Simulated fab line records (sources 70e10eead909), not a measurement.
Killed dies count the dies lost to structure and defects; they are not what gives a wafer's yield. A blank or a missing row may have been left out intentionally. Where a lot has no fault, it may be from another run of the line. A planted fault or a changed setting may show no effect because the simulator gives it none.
A struck lot beside a sound one    flow nand harc    15 out of 1159 route steps
Sound: the wafers L994.3, L994.4, L994.6. Struck: wafers L104.1, L104.3 (left out: L104.6, a lot-mate that was not struck); the cause follows at the end.
For every step that has rows: the tool of each side, followed by ch and its chambers, followed by its first start. Under that, the readings that differ: sound wafers    struck wafers    difference of the means    sigmas: that difference in standard deviations of wafers without a fault.
alike: a reading whose means differ by less than 2 such deviations, as well as words and numbers matching on both sides. not compared: withheld readings; readings where some wafer has no value; bounds like >300 that might hide an equal value; numbers whose values overlap and for which the record gives no deviation.
The two part at a step that has a row with sigmas, a row that says differs or no value, or rows on one side only. Non-overlapping numbers with no deviation appear without sigmas and do not part them. A reading missing from all wafers of one side parts the sides only when that side holds two or more wafers.

first, 8 steps without rows for these wafers: NHARC_A_CONTACT_COAT_34 (time 75 s); NHARC_A_CONTACT_COAT_35 (time 65 s); NHARC_A_CONTACT_COAT_36 (resist thk 90 nm); NHARC_A_CONTACT_SOFTBAKE_37 (time 55 s); NHARC_A_CONTACT_EBR_38; NHARC_A_CONTACT_EXPOSE_39 (exposes mask A CC 3); NHARC_A_CONTACT_PEB_40 (peb time 65 s); NHARC_A_CONTACT_DEVELOP_41 (develop time 35 s).
NHARC_A_CONTACT_CD_MEAS_42: target cd 200 nm.
  sound on cd sem-03 ch 0, day 16 18:13; struck on cd sem-03 ch 0, day 19 02:29
  alike: cd nm
NHARC_A_CONTACT_OVL_MEAS_43:
  sound: overlay-01 at day 16 18:19; struck: overlay-02 at day 19 02:35
  alike: overlay x nm, overlay y nm
NHARC_A_CONTACT_INSPECT_44:
  sound: defect inspect-02 at day 16 18:20; struck: defect inspect-02 at day 19 02:37
  alike: raw defect count
NHARC_A_CONTACT_DESCUM_47: chemistry O2, time 3 s.
  sound on rie diel-11 ch 1,3, day 16 18:24; struck on rie diel-07 ch 0,1, day 19 02:41
  alike: drypump motor current A, oes product au, rf vpp V, showerhead plenum p Torr, throttle valve pct
  not compared: rf hours counter h
NHARC_A_CONTACT_ETCH_48: etches the open film in CF4, target depth 39 nm, time 65 s.
  sound on rie diel-11 ch 1,2, day 16 18:30; struck on rie diel-07 ch 0,2, day 19 02:46
reading           sound           struck     difference  sigmas
run length s (s)  87.1 86.5 87.0  71.7 72.1  -15.0       -48
  alike: drypump motor current A, oes product au, rf vpp V, showerhead plenum p Torr, throttle valve pct
  not compared: rf hours counter h
NHARC_A_CONTACT_ETCH_49: etches the open film in N2/H2, target depth 260 nm, time 475.3 s.
  sound on rie diel-11 ch 0,2,3; struck on rie diel-07 ch 1,3
  alike: drypump motor current A, oes product au, rf vpp V, run length s, showerhead plenum p Torr, throttle valve pct
  not compared: rf hours counter h
-- jump in the record: it breaks off in module A_CONTACT and resumes in module END (first step shown: number 1159 of the route), and 3 days separate the struck wafers' starts before and after --
NHARC_END_SORT_01:
  sound on prober-01 ch 0, day 20 23:00; struck on prober-01 ch 0, day 22 12:31
  alike: killed at array, killed at other, killed at periphery, killed dies, killed open, killed short

== WHERE THEY PART ==
NHARC_A_CONTACT_ETCH_48 only, going by this record. Later steps at which nothing parts them and some readings are alike: NHARC_A_CONTACT_ETCH_49, NHARC_END_SORT_01.

WHY: the cause the simulator had injected
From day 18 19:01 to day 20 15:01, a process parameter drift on rie diel-07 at NHARC_A_CONTACT_ETCH_48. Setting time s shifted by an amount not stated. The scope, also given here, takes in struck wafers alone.
